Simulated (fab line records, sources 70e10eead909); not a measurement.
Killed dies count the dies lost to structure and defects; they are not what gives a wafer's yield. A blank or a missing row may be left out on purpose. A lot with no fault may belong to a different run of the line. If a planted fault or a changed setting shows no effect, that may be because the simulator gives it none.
Chamber matching + flow nand-harc + NHARC_P_M1_PRE_CLEAN_32 on pecvd-04: 3 sister chambers
The step time 12 s. 6 wafers are shown with their chamber, then 12 later ones without.

## WAFERS WITH THEIR CHAMBER
| wafer  | chamber | heater-power-w (W) | susceptor-temp-C (C) |
|--------|---------|--------------------|----------------------|
| L082.1 | 2       | 711                | 369.71               |
| L088.1 | 2       | 660                | 370.37               |
| L088.5 | 0       | 679                | 370.10               |
| L090.1 | 0       | 732                | 370.19               |
| L090.2 | 1       | 598                | 369.99               |
| L090.6 | 1       | 613                | 369.84               |

## WAFERS WITHOUT THEIR CHAMBER
| wafer  | heater-power-w (W) | susceptor-temp-C (C) |
|--------|--------------------|----------------------|
| L092.4 | 672                | 370.20               |
| L092.5 | 660                | 370.00               |
| L092.6 | 600                | 370.13               |
| L093.3 | 522                | 369.82               |
| L093.4 | 650                | 370.16               |
| L093.5 | 629                | 369.99               |
| L096.2 | 714                | 369.73               |
| L096.3 | 535                | 370.01               |
| L096.4 | 721                | 370.02               |
| L097.2 | 619                | 369.97               |
| L097.3 | 698                | 370.02               |
| L097.6 | 645                | 369.95               |

## THE CHAMBER EACH PASSED THROUGH
| wafer  | from the rows above          | in truth |
|--------|------------------------------|----------|
| L092.4 | can't be placed: 2 or 0 or 1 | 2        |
| L092.5 | can't be placed: 2 or 0 or 1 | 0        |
| L092.6 | 1                            | 1        |
| L093.3 | 1                            | 1        |
| L093.4 | can't be placed: 2 or 1 or 0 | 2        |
| L093.5 | can't be placed: 1 or 2 or 0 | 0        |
| L096.2 | can't be placed: 2 or 0      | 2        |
| L096.3 | 1                            | 1        |
| L096.4 | can't be placed: 0 or 2      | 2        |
| L097.2 | can't be placed: 1 or 2      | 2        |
| L097.3 | can't be placed: 2 or 0      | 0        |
| L097.6 | can't be placed: 1 or 2 or 0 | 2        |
Correctly placed: 3 of 12. These rows do not allow placing 9 (true chamber among the candidates in 9). Placed wrongly: 0.
How it was worked out, from the rows above alone: a wafer's distance from a chamber is the root of the sum, over the readings, of the square of ((its reading less the chamber's mean) divided by the reading's scatter). If the next closest chamber is less than 2 further off than the closest, the wafer can't be placed; otherwise it belongs to the closest. A chamber's mean is the mean of its shown wafers. The scatter is the square root of a quotient: the sum, over the shown wafers, of each reading's squared deviation from its chamber's mean, divided by wafers minus chambers.
